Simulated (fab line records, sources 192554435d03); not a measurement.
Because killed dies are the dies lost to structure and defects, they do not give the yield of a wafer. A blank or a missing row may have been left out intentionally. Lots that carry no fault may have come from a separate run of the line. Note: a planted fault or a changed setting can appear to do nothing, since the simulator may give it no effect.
The same fault as seen by 3 desks || flow n5_finfet || what lay behind the numbers comes last; until then each desk has only its own

THE DEFECT DESK
What the inspections along the route counted, lot by lot: means of the sampled wafers that have a number. Any lot whose mean is over 4 standard deviations away from the usual mean is out of limits and marked OUT; that distance is given in the brackets.
Columns: A = raw_defect_count at N5_BEOL_M0_SAQP_INSPECT_42, usual 299
{"lot": "L293", "first seen here": "day 6 01:10", "A": 305}
{"lot": "L300", "first seen here": "day 7 20:16", "A": 273}
{"lot": "L302", "first seen here": "day 8 04:07", "A": 298}
{"lot": "L305", "first seen here": "day 9 05:16", "A": 377}
{"lot": "L308", "first seen here": "day 9 17:38", "A": 297}
{"lot": "L309", "first seen here": "day 10 00:36", "A": 531}
{"lot": "L312", "first seen here": "day 10 14:42", "A": 257}
{"lot": "L314", "first seen here": "day 11 03:18", "A": 251}
Result from this desk: across the 8 lots, nothing is out of limits.

THE TOOL OWNER'S DESK: rie_diel-01
The tool's own readings at N5_BEOL_M0_TRENCH_ETCH_107 (etches SiOC in C4F6/O2, target depth 32.8 nm, time 16.4 s): means of the sampled wafers that have a number, for each lot that ran on this tool. Any lot whose mean is over 4 standard deviations away from the usual mean is out of limits and marked OUT; that distance is given in the brackets. Readings shown: 7 out of 9 (the first out of limits, and those lying furthest out on some lot).
Columns: A = drypump_motor_current_A at N5_BEOL_M0_TRENCH_ETCH_107, usual 5.7 A; B = mfc_ar_sccm at N5_BEOL_M0_TRENCH_ETCH_107, usual 300.0 sccm; C = oes_f_703_au at N5_BEOL_M0_TRENCH_ETCH_107, usual 0.81 a.u.; D = oes_o_777_au at N5_BEOL_M0_TRENCH_ETCH_107, usual 0.80 a.u.; E = rf_fwd_power_W at N5_BEOL_M0_TRENCH_ETCH_107, usual 347.5 W; F = rf_vpp_V at N5_BEOL_M0_TRENCH_ETCH_107, usual 664 V; G = throttle_valve_pct at N5_BEOL_M0_TRENCH_ETCH_107, usual 20.98 %
{"lot": "L293", "first seen here": "day 6 05:55", "A": 5.7, "B": 299.5, "C": 0.78, "D": 0.78, "E": 347.8, "F": 662, "G": 20.89}
{"lot": "L302", "first seen here": "day 8 11:21", "A": 6.1, "B": 299.9, "C": 0.96, "D": 0.94, "E": "403.1 (+35) OUT", "F": 621, "G": 20.97}
{"lot": "L312", "first seen here": "day 10 17:07", "A": 6.2, "B": 299.0, "C": 0.84, "D": 0.83, "E": 346.0, "F": 666, "G": 21.10}
{"lot": "L314", "first seen here": "day 11 06:17", "A": 6.1, "B": 300.6, "C": 0.79, "D": 0.79, "E": 347.6, "F": 667, "G": 21.01}
This desk's finding: out of limits on L302; first on L302, day 8 11:21 (rf_fwd_power_W at N5_BEOL_M0_TRENCH_ETCH_107). Within limits: L293, L312, L314.

THE METROLOGY DESK
Means of the sampled wafers that have a number, per lot and without regard to the tool the lot ran on: this is what the gauges read. Any lot whose mean is over 4 standard deviations away from the usual mean is out of limits and marked OUT; that distance is given in the brackets. Shown here are 7 of its 11 readings, the ones lying furthest out on some lot.
Columns: A = trench_depth_nm at N5_BEOL_M0_OCD_MEAS_108, usual 33.5 nm; B = IOFF_N at N5_BEOL_M4_RC_MEAS_101, usual 0.15 nA/um; C = IOFF_P at N5_BEOL_M4_RC_MEAS_101, usual 0.19 nA/um; D = ION_N at N5_BEOL_M4_RC_MEAS_101, usual 677 uA/um; E = ION_P at N5_BEOL_M4_RC_MEAS_101, usual 462 uA/um; F = SS_P at N5_BEOL_M4_RC_MEAS_101, usual 72.9 mV/dec; G = VT_N at N5_BEOL_M4_RC_MEAS_101, usual 250 mV
{"lot": "L293", "first seen here": "day 6 06:01", "A": 32.5, "B": 0.18, "C": 0.17, "D": 675, "E": 450, "F": 73.2, "G": 250}
{"lot": "L300", "first seen here": "day 8 00:01", "A": 33.6, "B": 0.16, "C": 0.19, "D": 692, "E": 470, "F": 72.8, "G": 247}
{"lot": "L302", "first seen here": "day 8 11:28", "A": 34.8, "B": 0.15, "C": 0.19, "D": 674, "E": 458, "F": 73.1, "G": 251}
{"lot": "L305", "first seen here": "day 9 08:14", "A": 34.2, "B": 0.16, "C": 0.22, "D": 690, "E": 476, "F": 72.3, "G": 247}
{"lot": "L308", "first seen here": "day 9 21:10", "A": 33.2, "B": 0.17, "C": 0.21, "D": 674, "E": 466, "F": 73.2, "G": 250}
{"lot": "L309", "first seen here": "day 10 06:10", "A": 34.0, "B": 0.17, "C": 0.22, "D": 670, "E": 464, "F": 73.3, "G": 250}
{"lot": "L312", "first seen here": "day 10 17:13", "A": 33.8, "B": 0.20, "C": 0.24, "D": 696, "E": 472, "F": 73.1, "G": 246}
{"lot": "L314", "first seen here": "day 11 06:24", "A": 33.1, "B": 0.23, "C": 0.26, "D": 706, "E": 479, "F": 74.0, "G": 244}
Result from this desk: across the 8 lots, nothing is out of limits.

TAKEN TOGETHER
An alarm could have come from the tool owner's desk at day 8 11:21, on L302.
Nothing out of limits was seen by the defect desk.
Nothing out of limits was seen by the metrology desk.
The defect desk has L302 on record, within its limits.
The metrology desk holds a record of L302, inside its limits.
On rie_diel-01, each named lot ran N5_BEOL_M0_TRENCH_ETCH_107.

WHAT HAD BEEN PUT IN BY THE SIMULATOR
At N5_BEOL_M0_TRENCH_ETCH_107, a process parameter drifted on rie_diel-01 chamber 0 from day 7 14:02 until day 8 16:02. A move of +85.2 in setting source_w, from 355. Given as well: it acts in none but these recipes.
Struck lots among those shown: L302.
Each desk's first reading out of limits, in hours after the fault started: the tool owner's desk, 21.
